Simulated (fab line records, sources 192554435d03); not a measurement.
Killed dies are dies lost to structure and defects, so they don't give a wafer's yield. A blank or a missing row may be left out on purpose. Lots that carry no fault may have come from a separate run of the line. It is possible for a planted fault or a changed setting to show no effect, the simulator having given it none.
Chamber matching :: flow n5_finfet :: N5_GATE_CUT_STRIP_59 on rie_diel-03 has 4 sister chambers
The step strips in N2/H2, time 20 s. 14 wafers are shown with their chamber, then 7 later ones without.

== WAFERS PAIRED WITH THEIR CHAMBERS ==
wafer: L074.1
chamber: 0
drypump_motor_current_A (A): 5.3
showerhead_plenum_p_Torr (Torr): 3.36
throttle_valve_pct (%): 12.37

wafer: L074.2
chamber: 1
drypump_motor_current_A (A): 5.2
showerhead_plenum_p_Torr (Torr): 3.38
throttle_valve_pct (%): 12.35

wafer: L074.4
chamber: 3
drypump_motor_current_A (A): 5.8
showerhead_plenum_p_Torr (Torr): 3.56
throttle_valve_pct (%): 12.16

wafer: L077.2
chamber: 3
drypump_motor_current_A (A): 5.8
showerhead_plenum_p_Torr (Torr): 3.55
throttle_valve_pct (%): 12.17

wafer: L077.5
chamber: 2
drypump_motor_current_A (A): 6.5
showerhead_plenum_p_Torr (Torr): 3.53
throttle_valve_pct (%): 12.06

wafer: L077.6
chamber: 3
drypump_motor_current_A (A): 5.9
showerhead_plenum_p_Torr (Torr): 3.55
throttle_valve_pct (%): 12.17

wafer: L082.3
chamber: 2
drypump_motor_current_A (A): 6.5
showerhead_plenum_p_Torr (Torr): 3.53
throttle_valve_pct (%): 12.09

wafer: L082.4
chamber: 0
drypump_motor_current_A (A): 5.3
showerhead_plenum_p_Torr (Torr): 3.35
throttle_valve_pct (%): 12.41

wafer: L082.6
chamber: 1
drypump_motor_current_A (A): 5.2
showerhead_plenum_p_Torr (Torr): 3.37
throttle_valve_pct (%): 12.40

wafer: L085.2
chamber: 3
drypump_motor_current_A (A): 5.9
showerhead_plenum_p_Torr (Torr): 3.55
throttle_valve_pct (%): 12.21

wafer: L085.3
chamber: 2
drypump_motor_current_A (A): 6.5
showerhead_plenum_p_Torr (Torr): 3.52
throttle_valve_pct (%): 12.12

wafer: L085.4
chamber: 1
drypump_motor_current_A (A): 5.2
showerhead_plenum_p_Torr (Torr): 3.37
throttle_valve_pct (%): 12.40

wafer: L087.4
chamber: 3
drypump_motor_current_A (A): 5.9
showerhead_plenum_p_Torr (Torr): 3.54
throttle_valve_pct (%): 12.21

wafer: L087.5
chamber: 0
drypump_motor_current_A (A): 5.3
showerhead_plenum_p_Torr (Torr): 3.35
throttle_valve_pct (%): 12.42

SIGNATURES, as means of the wafers listed above
reading: drypump_motor_current_A
chamber 0: 5.300
chamber 1: 5.200
chamber 2: 6.500
chamber 3: 5.860
scatter within a chamber: 0.0346

reading: showerhead_plenum_p_Torr
chamber 0: 3.3533
chamber 1: 3.3733
chamber 2: 3.5267
chamber 3: 3.5500
scatter within a chamber: 0.00632

reading: throttle_valve_pct
chamber 0: 12.4000
chamber 1: 12.3833
chamber 2: 12.0900
chamber 3: 12.1840
scatter within a chamber: 0.0268
Rule: for a wafer and a chamber, the distance is found by dividing, reading by reading, the gap between the wafer's reading and the chamber's mean by the reading's scatter, squaring, summing and taking the root. If the next closest chamber is less than 2 further off than the closest, the wafer can't be placed; otherwise it belongs to the closest. The scatter: the root of (the sum of the squares of (reading less its chamber's mean) over the shown wafers, divided by (wafers less chambers)).

== WAFERS WHOSE CHAMBER IS MISSING ==
wafer: L087.6
drypump_motor_current_A (A): 5.2
showerhead_plenum_p_Torr (Torr): 3.37
throttle_valve_pct (%): 12.42

wafer: L088.3
drypump_motor_current_A (A): 5.2
showerhead_plenum_p_Torr (Torr): 3.37
throttle_valve_pct (%): 12.43

wafer: L088.5
drypump_motor_current_A (A): 5.9
showerhead_plenum_p_Torr (Torr): 3.54
throttle_valve_pct (%): 12.23

wafer: L088.6
drypump_motor_current_A (A): 5.3
showerhead_plenum_p_Torr (Torr): 3.35
throttle_valve_pct (%): 12.47

wafer: L091.2
drypump_motor_current_A (A): 5.9
showerhead_plenum_p_Torr (Torr): 3.54
throttle_valve_pct (%): 12.24

wafer: L091.3
drypump_motor_current_A (A): 6.4
showerhead_plenum_p_Torr (Torr): 3.52
throttle_valve_pct (%): 12.14

wafer: L091.5
drypump_motor_current_A (A): 5.2
showerhead_plenum_p_Torr (Torr): 3.36
throttle_valve_pct (%): 12.44

== EACH ONE'S CHAMBER ==
wafer: L087.6
from the rows above: 1
in truth: 1

wafer: L088.3
from the rows above: 1
in truth: 1

wafer: L088.5
from the rows above: 3
in truth: 3

wafer: L088.6
from the rows above: 0
in truth: 0

wafer: L091.2
from the rows above: 3
in truth: 3

wafer: L091.3
from the rows above: 2
in truth: 2

wafer: L091.5
from the rows above: can't be placed: 1 or 0
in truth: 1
Correctly placed: 6 of 7. These rows do not allow placing 1 (true chamber among the candidates in 1). Wrongly placed: 0.
